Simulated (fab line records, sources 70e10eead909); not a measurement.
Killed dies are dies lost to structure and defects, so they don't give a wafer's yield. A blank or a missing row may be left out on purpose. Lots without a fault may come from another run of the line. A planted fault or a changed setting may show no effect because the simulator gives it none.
fab line records | flow nand_harc
record lots=11 wafers=31 last_day=33
route steps=1302 shown A_CHANNEL_HOLE_D1@475 A_CHANNEL_FILL_D1@492 END@1302
lots that met no fault: from a run of the same line without faults
start_h: hours from the record's first day to the start of the lot's first wafer shown | wait_h: hours since the lot's step before | " the same as in the row above | L1.1+2: a row that stands for several wafers | - no value, or no start given | * or withheld: withheld | < > ~ a bound
route shown NAME@n: a module of which the file shows steps, and the number in the route of the first | usual: mean/standard deviation of fault-free wafers | same: alike in all rows | chamber/n: place in a boat | sites: the reading at each site | _std_site: their standard deviation | _edge_site: outer sites' mean less inner sites' | radius_mm: how far each site lies from the wafer's centre | mask NAME#n: copy n | behind: the tool/chamber that last shaped the wafer | hold: why the lot was held/for how many hours/how that ended | device: the transistor (n, p or np) that didn't switch | end of line: the same wafers' tests at the end of the route | a step without rows: its recipe alone | killed: dies lost to structure and defects at the first sort, not the wafer's yield | map: a wafer's dies, x killed, . not, _ none there
set.NAME: the setting as run; set.NAME@STEP: as run at that earlier step | model.NAME: the simulator's own value behind a step, which no gauge read
steps of the route over a sample of lots; a table a step, a row a wafer
services: from which hour (start_h, from the record's first day; less than 0 if before it) a tool's chamber was out of use, for how many hours, and why
## steps
# step NHARC_A_CHANNEL_HOLE_D1_ETCH_23
# recipe bias_v=5000 source_w=withheld pressure_mtorr=20 time_s=819 ar_flow_sccm=375 c4f8_flow_sccm=89.3 o2_flow_sccm=35.7 temp_c=-20 target_depth_a=16000 chemistry=C4F8/O2/Ar
# usual drypump_motor_current_A=6.0/0.41 oes_air_line_au=1.002/0.021 showerhead_plenum_p_Torr=3.72/0.098 throttle_valve_pct=32.154/0.0083
# columns lot.wafer tool chamber start_h wait_h drypump_motor_current_A oes_air_line_au rf_hours_counter_h showerhead_plenum_p_Torr throttle_valve_pct
L117.2 har_etch-01 0 177.90 0.5 5.4 1.031 82 3.70 32.167
L117.1 " 1 " " 6.4 1.026 82 3.89 32.145
L117.4 " 1 " " 6.4 1.000 - 3.89 32.154
L118.1 har_etch-02 0 190.86 0.5 5.9 1.030 300 3.63 32.153
L118.3 " 0 " " 5.9 0.995 - 3.64 32.142
L118.6 " 1 " " 6.4 1.024 - 3.76 32.143
L123.2 har_etch-01 0 239.49 0.5 5.4 0.975 120 3.68 32.166
L123.3 " 1 " " 6.4 0.942 - 3.86 32.141
L123.5 " 1 " " 6.4 0.989 - 3.86 32.175
L126.3 har_etch-01 0 272.18 0.5 5.4 0.999 - 3.67 32.149
L126.4 " 1 " " 6.4 1.030 - 3.86 32.163
L126.6 " 1 " " 6.4 1.041 - 3.86 32.147
L128.1 har_etch-02 0 289.57 0.5 5.9 1.012 358 3.60 32.156
L128.3 " 1 " " 6.4 0.973 - 3.73 32.153
L128.4 " 0 " " 5.9 1.000 - 3.60 32.153
L131.1 har_etch-01 0 332.06 0.5 5.4 1.016 165 3.65 32.164
L131.4 " 0 " " 5.4 0.980 - 3.65 32.159
L131.5 " 1 " " 6.4 1.008 - 3.84 32.159
L132.2 har_etch-02 1 333.09 0.5 6.4 1.018 381 3.72 32.147
L137.1 har_etch-01 0 391.10 0.5 5.4 0.994 207 3.63 32.149
L137.4 " 0 " " 5.4 0.997 - 3.63 32.162
L137.5 " 1 " " 6.3 0.992 - 3.82 32.149
L138.2 har_etch-01 1 399.07 0.5 6.4 1.038 215 3.81 32.157
L138.4 " 0 " " 5.4 1.001 - 3.62 32.155
L138.5 " 0 " " 5.4 1.004 - 3.62 32.152
L139.2 har_etch-02 1 405.12 0.5 6.4 0.990 5 3.70 32.156
L139.4 " 1 " " 6.4 1.019 - 3.70 32.156
L139.6 " 1 " " 6.4 0.991 - 3.70 32.137
L140.2 har_etch-02 0 410.97 0.5 5.9 1.000 9 3.93 32.145
L140.4 " 0 " " 5.9 1.005 - 3.93 32.147
L140.6 " 0 " " 5.9 1.003 - 3.93 32.169
# step NHARC_A_CHANNEL_HOLE_D1_ETCH_44
# recipe target_depth_a=1400 overetch_a=140 time_s=77 ion_energy_ev=100 cf4_flow_sccm=80 o2_flow_sccm=20 ar_flow_sccm=0 rf_w=300 bias_w=100 chemistry=CF4/O2
# usual drypump_motor_current_A=5.6/0.33 oes_ar_750_au=0.999/0.0047 oes_product_au=1.000/0.0066 rf_vpp_V=197.5/1.5 showerhead_plenum_p_Torr=1.32/0.058 throttle_valve_pct=13.397/0.0097
# columns lot.wafer tool chamber start_h wait_h drypump_motor_current_A oes_ar_750_au oes_product_au rf_hours_counter_h rf_vpp_V showerhead_plenum_p_Torr throttle_valve_pct
L117.2 rie_diel-09 2 181.19 0.1 5.6 1.004 1.007 9 197.0 1.30 13.383
L117.1 " 0 " " 5.2 1.004 1.001 8 198.4 1.33 13.405
L117.4 " 1 " " 5.4 0.991 1.002 8 198.7 1.41 13.392
L118.3 rie_diel-01 2 194.05 0.1 5.5 1.002 1.005 56 199.4 1.38 13.406
L118.1 " 0 " " 5.8 0.996 1.013 54 196.4 1.26 13.402
L118.6 " 1 " " 5.2 1.001 1.010 - 195.8 1.27 13.403
L123.2 rie_diel-08 3 242.79 0.1 5.5 0.995 1.007 3 196.6 1.31 13.394
L123.3 " 0 " " 5.3 0.996 0.994 4 199.2 1.42 13.402
L123.5 " 1 " " 5.9 0.999 1.006 - 195.6 1.26 13.388
L126.4 rie_diel-01 2 275.25 0.1 5.5 1.006 0.997 18 196.9 1.37 13.394
L126.3 " 3 " " 6.6 1.002 1.002 18 197.5 1.28 13.416
L126.6 " 1 " " 5.2 1.004 0.993 - 196.5 1.26 13.397
L128.1 rie_diel-08 2 292.76 0.1 5.7 0.994 0.999 8 198.6 1.29 13.388
L128.3 " 3 " " 5.5 0.993 1.003 8 198.7 1.31 13.382
L128.4 " 0 " " 5.2 1.004 1.003 9 199.8 1.41 13.385
L131.4 rie_diel-08 0 335.23 0.1 5.2 0.999 0.999 12 199.1 1.41 13.396
L131.1 " 3 " " 5.5 1.003 1.006 11 196.2 1.31 13.399
L131.5 " 1 " " 5.9 0.998 1.011 - 196.5 1.26 13.399
L132.2 rie_diel-08 0 336.36 0.1 5.3 0.990 1.006 12 199.4 1.41 13.389
L137.4 rie_diel-08 1 394.39 0.0 5.9 1.014 0.996 2 196.9 1.26 13.401
L137.1 " 0 " " 5.2 0.997 0.999 2 200.4 1.41 13.402
L137.5 " 2 " " 5.7 0.999 0.994 - 196.9 1.29 13.393
L138.2 rie_diel-08 1 402.39 0.1 5.9 1.006 1.007 2 197.0 1.26 13.400
L138.4 " 2 " " 5.7 1.002 0.995 2 197.0 1.29 13.385
L138.5 " 1 " " 5.9 0.999 1.003 - 195.3 1.26 13.386
L139.4 rie_diel-08 1 408.44 0.1 5.9 0.994 0.999 3 195.1 1.26 13.383
L139.2 " 2 " " 5.7 0.995 1.001 2 196.6 1.29 13.399
L139.6 " 1 " " 5.9 1.001 1.000 - 195.4 1.26 13.406
L140.2 rie_diel-08 2 414.32 0.1 5.7 1.002 0.990 4 197.8 1.29 13.423
L140.4 " 3 " " 5.5 0.995 0.991 4 197.3 1.31 13.405
L140.6 " 3 " " 5.5 0.995 0.994 - 197.3 1.31 13.400
# step NHARC_A_CHANNEL_HOLE_D1_STRIP_27
# recipe o2_flow_sccm=500 ar_flow_sccm=0 bias_w=0 chemistry=O2
# usual drypump_motor_current_A=5.6/0.34 oes_product_au=1.000/0.0069 rf_vpp_V=57.7/0.91 showerhead_plenum_p_Torr=3.49/0.14 throttle_valve_pct=17.037/0.0088
# columns lot.wafer tool chamber start_h wait_h drypump_motor_current_A oes_product_au rf_hours_counter_h rf_vpp_V showerhead_plenum_p_Torr throttle_valve_pct
L117.4 rie_diel-09 0 - - 5.2 0.993 8 58.6 3.51 17.046
L117.2 " 1 " " 5.4 0.996 8 57.5 3.71 17.031
L117.1 " 2 " " 5.6 1.007 9 57.4 3.45 17.039
L118.3 rie_diel-01 3 - - 6.6 1.001 52 58.2 3.39 17.064
L118.1 " 2 " " 5.5 0.994 56 58.7 3.64 17.045
L118.6 " 0 " " 5.9 0.995 - 57.1 3.33 17.035
L123.2 rie_diel-08 3 - - 5.5 1.005 3 58.2 3.47 17.034
L123.3 " 2 " " 5.7 0.996 4 56.3 3.42 17.055
L123.5 " 0 " " 5.3 0.983 - 58.8 3.73 17.024
L126.3 rie_diel-01 3 - - 6.6 0.998 18 57.4 3.38 17.042
L126.4 " 1 " " 5.2 1.010 19 55.6 3.34 17.038
L126.6 " 2 " " 5.5 0.992 - 57.9 3.63 17.021
L128.3 rie_diel-08 1 - - 6.0 1.009 9 58.1 3.35 17.053
L128.1 " 2 " " 5.7 0.994 8 58.3 3.42 17.036
L128.4 " 3 " " 5.5 0.999 8 58.0 3.47 17.040
L131.1 rie_diel-08 3 - - 5.5 0.997 11 57.1 3.47 17.043
L131.4 " 1 " " 5.9 1.010 11 57.2 3.34 17.046
L131.5 " 3 " " 5.5 1.001 - 57.9 3.47 17.047
L132.2 rie_diel-08 3 - - 5.5 1.000 11 60.0 3.47 17.030
L137.4 rie_diel-08 3 - - 5.5 0.999 2 57.3 3.47 17.024
L137.1 " 1 " " 5.9 0.998 2 57.3 3.34 17.036
L137.5 " 0 " " 5.2 0.997 - 58.1 3.72 17.037
L138.4 rie_diel-08 2 - - 5.7 1.000 2 58.2 3.42 17.040
L138.2 " 0 " " 5.3 0.988 3 58.3 3.72 17.034
L138.5 " 2 " " 5.7 0.999 - 58.8 3.42 17.039
L139.2 rie_diel-08 0 - - 5.2 0.999 3 58.3 3.72 17.034
L139.4 " 1 " " 5.9 1.000 3 55.4 3.34 17.039
L139.6 " 0 " " 5.2 1.006 - 58.0 3.72 17.035
L140.4 rie_diel-08 3 - - 5.5 1.001 4 58.0 3.47 17.046
L140.2 " 1 " " 5.9 1.012 4 57.4 3.34 17.026
L140.6 " 2 " " 5.7 1.005 - 58.6 3.42 17.031
# step NHARC_A_CHANNEL_HOLE_D1_INSPECT_40
# usual raw_defect_count=75/30
# columns lot.wafer tool chamber start_h wait_h hold raw_defect_count
L117.1 defect_inspect-01 - 182.18 - - 38
L117.2 " - " " - 45
L117.4 " - " " - 39
L118.1 defect_inspect-02 - 195.03 - - 127
L118.3 " - " " - 127
L118.6 " - " " - 114
L123.2 defect_inspect-01 - 243.75 - - 48
L123.3 " - " " - 43
L123.5 " - " " - 51
L126.3 defect_inspect-02 - 276.23 - - 71
L126.4 " - " " - 51
L126.6 " - " " - 52
L128.1 defect_inspect-02 - 293.74 - - 111
L128.3 " - " " - 164
L128.4 " - " " - 113
L131.1 defect_inspect-02 - 336.21 - await_dispo/0.2h/release 103
L131.4 " - " " await_dispo/0.2h/release 618
L131.5 " - " " await_dispo/0.2h/release 97
L131.1 defect_inspect-02 - 336.39 0.2 - 97
L131.4 " - " " - 612
L131.5 " - " " - 98
L132.2 defect_inspect-01 - 337.33 - await_dispo/0.2h/release 612
L132.2 defect_inspect-01 - 337.51 0.2 - 624
L137.1 defect_inspect-02 - 395.37 - - 61
L137.4 " - " " - 44
L137.5 " - " " - 54
L138.2 defect_inspect-01 - 403.38 - - 62
L138.4 " - " " - 45
L138.5 " - " " - 56
L139.2 defect_inspect-01 - 409.42 - - 23
L139.4 " - " " - 25
L139.6 " - " " - 40
L140.2 defect_inspect-02 - 415.30 - - 46
L140.4 " - " " - 45
L140.6 " - " " - 43
# step NHARC_A_CHANNEL_FILL_D1_ALD_02
# recipe target_thk_a=60 pulse_time_s=10 ald_cycles=60 temp_c=300 material=SiO2
# usual heater_power_w=458/51 precursor_pulse_height_rel=1.000/0.019
# same pulse_time_s=10
# columns lot.wafer tool chamber start_h wait_h heater_power_w precursor_pulse_height_rel
L117.1 ald_hk-01 3 182.38 - 412 1.020
L117.2 " 1 " " 467 0.975
L117.4 " 2 " " 484 1.032
L118.1 ald_hk-04 2 195.37 - 363 1.003
L118.3 " 3 " " 515 1.002
L118.6 " 1 " " 434 1.014
L123.3 ald_hk-01 1 244.02 - 467 0.988
L123.2 " 3 " " 407 1.038
L123.5 " 0 " " 497 1.006
L126.3 ald_hk-04 2 276.42 - 368 0.985
L126.4 " 0 " " 531 0.982
L126.6 " 2 " " 377 0.960
L128.3 ald_hk-02 0 293.93 - 454 0.994
L128.1 " 1 " " 443 0.999
L128.4 " 3 " " 405 0.977
L131.4 ald_hk-01 1 339.50 - 460 1.003
L131.1 " 0 " " 466 0.989
L131.5 " 2 " " 502 1.002
L132.2 ald_hk-01 1 345.25 - 467 0.974
L137.4 ald_hk-01 3 395.56 - 374 1.014
L137.1 " 0 " " 456 0.996
L137.5 " 3 " " 372 1.006
L138.4 ald_hk-04 0 403.65 - 547 1.030
L138.2 " 2 " " 382 1.028
L138.5 " 3 " " 517 0.984
L139.4 ald_hk-01 1 409.62 - 468 1.005
L139.2 " 3 " " 390 1.009
L139.6 " 1 " " 468 1.026
L140.2 ald_hk-02 1 415.64 - 403 0.967
L140.4 " 3 " " 381 1.022
L140.6 " 0 " " 473 1.003
# step NHARC_END_SORT_01
# recipe temp_c=25
# usual killed_at_array=56/20 killed_at_other=1/1.3 killed_at_periphery=3.5/2.7 killed_dies=60/20 killed_open=3.3/1.6 killed_short=2.4/1.5
# same gross_dies=677
# columns lot.wafer tool chamber start_h wait_h killed_at_array killed_at_other killed_at_periphery killed_dies killed_open killed_short
L117.1 prober-02 0 533.94 2.5 41 0 3 44 2 5
L117.2 prober-02 0 534.73 2.8 58 0 6 64 7 1
L117.4 prober-02 0 536.30 3.4 56 0 5 61 4 3
L118.1 prober-02 0 563.66 2.5 76 1 9 86 3 4
L118.3 prober-02 0 565.26 3.1 74 1 2 77 3 4
L118.6 prober-02 0 567.67 4.0 62 0 7 69 4 3
L123.2 prober-01 0 619.67 2.7 49 0 6 55 4 0
L123.3 prober-01 0 620.46 3.0 46 1 5 52 5 3
L123.5 prober-01 0 622.04 3.7 59 0 2 61 3 6
L126.3 prober-02 0 648.84 3.1 53 1 4 58 1 3
L126.4 prober-02 0 649.65 3.4 61 0 3 64 4 4
L126.6 prober-02 0 651.26 4.0 50 0 1 51 1 3
L128.1 prober-01 0 655.20 2.5 67 0 1 68 2 3
L128.3 prober-01 0 656.82 3.1 40 0 1 41 1 3
L128.4 prober-01 0 657.63 3.4 62 0 3 65 4 4
L131.1 prober-01 0 711.04 2.5 87 0 6 93 4 4
L131.4 prober-01 0 713.39 3.3 162 0 2 164 2 0
L131.5 prober-01 0 714.17 3.6 88 0 6 94 7 3
L132.2 prober-02 0 711.94 2.8 112 1 1 114 4 1
L137.1 prober-02 0 748.62 2.5 41 1 5 47 4 3
L137.4 prober-02 0 750.99 3.4 37 2 6 45 3 3
L137.5 prober-02 0 751.77 3.6 32 0 8 40 2 0
L139.2 prober-01 0 772.03 2.8 50 0 1 51 3 0
L139.4 prober-01 0 773.62 3.4 56 2 2 60 8 3
L139.6 prober-01 0 775.21 4.0 55 0 2 57 4 3
L138.2 prober-02 0 772.10 2.8 48 4 1 53 4 2
L138.4 prober-02 0 773.69 3.4 37 1 2 40 2 0
L138.5 prober-02 0 774.49 3.7 38 0 2 40 3 5
L140.2 prober-01 0 781.06 2.8 12 1 1 14 3 1
L140.4 prober-01 0 782.62 3.3 15 2 2 19 5 2
L140.6 prober-01 0 784.18 3.9 16 3 2 21 4 3
# killed by level:class
L117.1 A_CHANNEL_HOLE_D2:chamber_film_flake=12 A_CONTACT:chamber_film_flake=11 A_SGD_CUT:chamber_film_flake=4 A_SLIT:chamber_film_flake=3 A_SGD_CUT:geometric_particle:short=2 P_GATE:chamber_film_flake=2 A_STAIRCASE:chamber_film_flake=2 P_CONTACT:geometric_particle:short=1
L117.2 A_CHANNEL_HOLE_D2:chamber_film_flake=34 A_CONTACT:chamber_film_flake=10 A_SLIT:chamber_film_flake=5 A_SGD_CUT:chamber_film_flake=3 P_CONTACT:geometric_particle:open=2 P_M0:geometric_particle:open=2 A_STAIRCASE:chamber_film_flake=2 P_STI:geometric_particle:open=1
L117.4 A_CHANNEL_HOLE_D2:chamber_film_flake=32 A_CONTACT:chamber_film_flake=7 A_SLIT:chamber_film_flake=4 P_GATE:chamber_film_flake=3 A_STAIRCASE:chamber_film_flake=2 A_SGD_CUT:chamber_film_flake=2 P_GATE:geometric_particle:open=1 P_CONTACT:geometric_particle:open=1
L118.1 A_CHANNEL_HOLE_D1:chamber_film_flake=30 A_SLIT:chamber_film_flake=19 A_CHANNEL_HOLE_D2:chamber_film_flake=9 A_STAIRCASE:chamber_film_flake=4 A_WL_FILL:chamber_film_flake=4 A_M0:geometric_particle:short=3 P_ZERO_WELL:chamber_film_flake=3 P_M0:chamber_film_flake=3
L118.3 A_CHANNEL_HOLE_D1:chamber_film_flake=27 A_SLIT:chamber_film_flake=21 A_CHANNEL_HOLE_D2:chamber_film_flake=9 A_STAIRCASE:chamber_film_flake=5 A_CHANNEL_FILL_D2:chamber_film_flake=2 A_CONTACT:chamber_film_flake=2 P_ZERO_WELL:geometric_particle:short=1 A_CHANNEL_HOLE_D1:geometric_particle:open=1
L118.6 A_CHANNEL_HOLE_D1:chamber_film_flake=21 A_SLIT:chamber_film_flake=17 A_CHANNEL_HOLE_D2:chamber_film_flake=4 P_ZERO_WELL:chamber_film_flake=3 A_CHANNEL_FILL_D2:chamber_film_flake=3 A_STAIRCASE:chamber_film_flake=3 A_WL_FILL:chamber_film_flake=3 A_CONTACT:chamber_film_flake=3
L123.2 A_SLIT:chamber_film_flake=21 A_CHANNEL_HOLE_D2:chamber_film_flake=12 A_CHANNEL_HOLE_D1:chamber_film_flake=5 P_CONTACT:chamber_film_flake=3 A_CONTACT:chamber_film_flake=3 A_M1:chamber_film_flake=2 P_M0:geometric_particle:open=1 A_CHANNEL_HOLE_D1:geometric_particle:open=1
L123.3 A_SLIT:chamber_film_flake=24 A_CHANNEL_HOLE_D2:chamber_film_flake=5 A_CHANNEL_HOLE_D1:chamber_film_flake=4 A_CONTACT:chamber_film_flake=3 A_M1:chamber_film_flake=3 A_DECK1_JOINT:geometric_particle:short=2 P_CONTACT:chamber_film_flake=2 P_GATE:geometric_particle:open=1
L123.5 A_SLIT:chamber_film_flake=32 A_CONTACT:chamber_film_flake=6 A_CHANNEL_HOLE_D2:chamber_film_flake=5 A_M1:chamber_film_flake=4 A_CHANNEL_HOLE_D1:chamber_film_flake=3 A_SOURCE_PLATE:geometric_particle:short=2 P_M1:geometric_particle:short=1 A_ONON_D1:geometric_particle:short=1
L126.3 A_SLIT:chamber_film_flake=24 A_CHANNEL_HOLE_D2:chamber_film_flake=15 A_CONTACT:chamber_film_flake=7 A_CHANNEL_FILL_D1:geometric_particle:short=2 P_BONDPAD:chamber_film_flake=2 P_M0:geometric_particle:short=1 A_ONON_D1:geometric_particle:open=1 P_GATE:chamber_film_flake=1
L126.4 A_SLIT:chamber_film_flake=28 A_CHANNEL_HOLE_D2:chamber_film_flake=16 A_CHANNEL_HOLE_D1:chamber_film_flake=3 A_CHANNEL_FILL_D1:chamber_film_flake=3 A_CONTACT:chamber_film_flake=3 P_GATE:geometric_particle:open=1 P_CONTACT:geometric_particle:short=1 A_ONON_D1:geometric_particle:short=1
L126.6 A_SLIT:chamber_film_flake=25 A_CHANNEL_HOLE_D2:chamber_film_flake=12 A_CONTACT:chamber_film_flake=4 A_CHANNEL_HOLE_D1:chamber_film_flake=2 A_SOURCE_PLATE:geometric_particle:short=1 A_DECK1_JOINT:geometric_particle:short=1 A_ONON_D2:geometric_particle:short=1 A_BLC:geometric_particle:open=1
L128.1 A_CHANNEL_HOLE_D1:chamber_film_flake=35 A_CHANNEL_HOLE_D2:chamber_film_flake=17 A_STAIRCASE:chamber_film_flake=6 A_CHANNEL_FILL_D1:geometric_particle:short=2 A_SLIT:chamber_film_flake=2 A_CHANNEL_FILL_D1:geometric_particle:open=1 A_CHANNEL_HOLE_D2:geometric_particle:open=1 A_M0:geometric_particle:short=1
L128.3 A_CHANNEL_HOLE_D1:chamber_film_flake=16 A_CHANNEL_HOLE_D2:chamber_film_flake=13 A_STAIRCASE:chamber_film_flake=5 A_CONTACT:chamber_film_flake=3 A_ONON_D1:geometric_particle:short=2 P_M0:geometric_particle:open=1 A_WL_FILL:geometric_particle:short=1
L128.4 A_CHANNEL_HOLE_D1:chamber_film_flake=29 A_CHANNEL_HOLE_D2:chamber_film_flake=21 A_CHANNEL_FILL_D1:geometric_particle:open=2 P_GATE:chamber_film_flake=2 A_CHANNEL_FILL_D2:chamber_film_flake=2 A_SLIT:chamber_film_flake=2 P_M1:geometric_particle:short=1 A_ONON_D1:geometric_particle:short=1
L131.1 A_SLIT:chamber_film_flake=39 A_CHANNEL_HOLE_D2:chamber_film_flake=21 A_STAIRCASE:chamber_film_flake=12 A_CHANNEL_HOLE_D1:chamber_film_flake=5 A_CONTACT:chamber_film_flake=4 P_CONTACT:geometric_particle:open=1 P_M0:geometric_particle:short=1 P_M0:geometric_particle:open=1
L132.2 A_CHANNEL_HOLE_D1:unspecified=79 A_CHANNEL_HOLE_D1:chamber_film_flake=13 A_CONTACT:chamber_film_flake=5 A_STAIRCASE:chamber_film_flake=4 A_SLIT:chamber_film_flake=3 A_ONON_D1:geometric_particle:open=2 A_CHANNEL_HOLE_D1:geometric_particle:open=1 A_WL_FILL:geometric_particle:short=1
L131.4 A_CHANNEL_HOLE_D1:unspecified=76 A_SLIT:chamber_film_flake=30 A_CHANNEL_HOLE_D2:chamber_film_flake=22 A_CHANNEL_HOLE_D1:chamber_film_flake=12 A_STAIRCASE:chamber_film_flake=9 A_CONTACT:chamber_film_flake=8 A_M1:chamber_film_flake=3 P_M0:geometric_particle:open=1
L131.5 A_SLIT:chamber_film_flake=32 A_CHANNEL_HOLE_D1:chamber_film_flake=19 A_CHANNEL_HOLE_D2:chamber_film_flake=13 A_CONTACT:chamber_film_flake=9 A_STAIRCASE:chamber_film_flake=6 P_STI:chamber_film_flake=3 A_CHANNEL_FILL_D2:geometric_particle:short=2 A_CONTACT:geometric_particle:open=2
L137.1 A_CHANNEL_HOLE_D1:chamber_film_flake=23 A_CONTACT:chamber_film_flake=7 P_CONTACT:chamber_film_flake=3 A_DECK1_JOINT:geometric_particle:open=2 A_SLIT:chamber_film_flake=2 P_CONTACT:geometric_particle:open=1 A_CHANNEL_FILL_D1:geometric_particle:short=1 A_DECK1_JOINT:geometric_particle:short=1
L137.4 A_CHANNEL_HOLE_D1:chamber_film_flake=18 A_STAIRCASE:chamber_film_flake=4 P_STI:chamber_film_flake=2 P_CONTACT:chamber_film_flake=2 A_CHANNEL_FILL_D2:chamber_film_flake=2 A_SLIT:chamber_film_flake=2 A_CONTACT:chamber_film_flake=2 A_BONDPAD:chamber_film_flake=2
L137.5 A_CHANNEL_HOLE_D1:chamber_film_flake=17 P_CONTACT:chamber_film_flake=8 A_SLIT:chamber_film_flake=5 A_CONTACT:chamber_film_flake=5 A_SGD_CUT:chamber_film_flake=2 A_DECK1_JOINT:geometric_particle:open=1 A_ONON_D2:geometric_particle:open=1 A_CHANNEL_FILL_D1:chamber_film_flake=1
L139.2 A_CHANNEL_HOLE_D2:chamber_film_flake=24 A_CONTACT:chamber_film_flake=7 A_SLIT:chamber_film_flake=5 A_STAIRCASE:chamber_film_flake=3 A_CHANNEL_FILL_D1:geometric_particle:open=2 A_ZERO_WELL:chamber_film_flake=2 A_WL_FILL:chamber_film_flake=2 A_BLC:chamber_film_flake=2
L138.2 A_CHANNEL_HOLE_D1:chamber_film_flake=22 A_CONTACT:chamber_film_flake=11 A_SLIT:chamber_film_flake=5 THIN_TSV:chamber_film_flake=4 A_DECK1_JOINT:chamber_film_flake=2 A_WL_FILL:chamber_film_flake=2 A_CHANNEL_HOLE_D1:geometric_particle:open=1 A_CHANNEL_FILL_D1:geometric_particle:open=1
L139.4 A_CHANNEL_HOLE_D2:chamber_film_flake=24 A_SLIT:chamber_film_flake=5 A_CONTACT:geometric_particle:open=3 A_CHANNEL_FILL_D1:chamber_film_flake=3 A_WL_FILL:chamber_film_flake=3 A_CONTACT:chamber_film_flake=3 A_BLC:chamber_film_flake=3 A_STAIRCASE:chamber_film_flake=2
L138.4 A_CHANNEL_HOLE_D1:chamber_film_flake=16 A_CONTACT:chamber_film_flake=11 A_SLIT:chamber_film_flake=5 A_CHANNEL_FILL_D1:chamber_film_flake=2 P_M1:geometric_particle:open=1 A_SGD_CUT:geometric_particle:open=1 P_ZERO_WELL:chamber_film_flake=1 A_DECK1_JOINT:chamber_film_flake=1
L138.5 A_CHANNEL_HOLE_D1:chamber_film_flake=13 A_CONTACT:chamber_film_flake=10 A_SLIT:chamber_film_flake=5 A_DECK1_JOINT:chamber_film_flake=2 P_M0:geometric_particle:short=1 A_ONON_D1:geometric_particle:open=1 A_ONON_D1:geometric_particle:short=1 A_CHANNEL_HOLE_D1:geometric_particle:open=1
L139.6 A_CHANNEL_HOLE_D2:chamber_film_flake=30 A_SLIT:chamber_film_flake=5 A_STAIRCASE:chamber_film_flake=4 A_CONTACT:chamber_film_flake=4 A_CHANNEL_FILL_D1:chamber_film_flake=2 P_GATE:geometric_particle:short=1 P_CONTACT:geometric_particle:open=1 A_SOURCE_PLATE:geometric_particle:open=1
L140.2 A_SLIT:chamber_film_flake=3 A_BLC:chamber_film_flake=2 A_ONON_D1:geometric_particle:open=1 A_STAIRCASE:geometric_particle:open=1 A_BLC:geometric_particle:open=1 A_M1:geometric_particle:short=1 P_ZERO_WELL:chamber_film_flake=1 A_CHANNEL_FILL_D1:chamber_film_flake=1
L140.4 A_SLIT:chamber_film_flake=3 A_CHANNEL_HOLE_D2:chamber_film_flake=2 A_CONTACT:chamber_film_flake=2 THIN_TSV:chamber_film_flake=2 P_GATE:geometric_particle:open=1 P_M0:geometric_particle:open=1 A_ONON_D1:geometric_particle:open=1 A_ONON_D1:geometric_particle:short=1
L140.6 A_SLIT:chamber_film_flake=6 THIN_TSV:chamber_film_flake=3 A_BLC:chamber_film_flake=2 P_GATE:geometric_particle:open=1 P_M1:geometric_particle:short=1 A_SOURCE_PLATE:geometric_particle:open=1 A_CHANNEL_FILL_D1:geometric_particle:open=1 A_DECK1_JOINT:geometric_particle:open=1
## services
# columns tool chamber start_h hours kind
ald_hk-02 - 170.81 10.0 pm
rie_diel-08 - 190.81 9.0 pm
rie_diel-01 - 203.80 9.0 pm
rie_diel-09 - 229.21 0.4 repair
rie_diel-08 - 233.14 0.8 repair
rie_diel-01 - 241.30 0.4 repair
rie_diel-01 2 252.71 5.5 repair
ald_hk-01 - 272.87 2.3 repair
rie_diel-01 - 276.69 1.2 repair
rie_diel-09 2 293.74 4.0 repair
ald_hk-01 - 299.92 10.0 pm
rie_diel-08 - 314.90 1.0 repair
rie_diel-09 - 320.23 9.0 pm
ald_hk-01 - 322.13 2.1 repair
rie_diel-01 1 342.60 41.4 repair
ald_hk-02 - 348.81 10.0 pm
har_etch-01 - 353.53 1.2 repair
rie_diel-01 3 355.41 3.9 repair
ald_hk-04 - 366.28 2.0 repair
har_etch-02 - 367.14 1.8 repair
rie_diel-08 - 367.81 9.0 pm
rie_diel-01 - 380.94 9.0 pm
har_etch-02 - 381.69 17.0 pm
rie_diel-09 0 389.58 2.6 repair
## key
first_sign step=NHARC_A_CHANNEL_HOLE_D1_INSPECT_40 reading=visit direction=added
effect step=NHARC_A_CHANNEL_HOLE_D1_INSPECT_40 reading=raw_defect_count direction=up sigmas=18 usual=75 struck=615
effect step=NHARC_END_SORT_01 reading=killed_at_array direction=up sigmas=4.1 usual=56 struck=137
more_kills_born_at NHARC_A_CHANNEL_HOLE_D1_ETCH_44@rie_diel-08=155
met_at NHARC_A_CHANNEL_HOLE_D1_ETCH_44
struck_lots L131,L132
struck_wafers L131.4,L132.2
tester_left_out L131,L132
not_acting_at NHARC_A_CHANNEL_HOLE_D1_ETCH_23,NHARC_A_CHANNEL_HOLE_D1_STRIP_27,NHARC_A_CHANNEL_FILL_D1_ALD_02
onset_between 292.76 335.23
fault kind=chamber_particle_source tool=rie_diel-08 chamber=0 onset_h=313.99 steps=NHARC_A_CHANNEL_HOLE_D1_ETCH_44 rate_per_visit_cm2=0.80816 end_h=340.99
# tester_left_out: of these lots the tester's yield and bins aren't shown, on N5 and GAA mostly nor the transistor test; their killed dies are dies lost to structure and defects alone, not to doping, threshold or leakage, so they don't give the yield
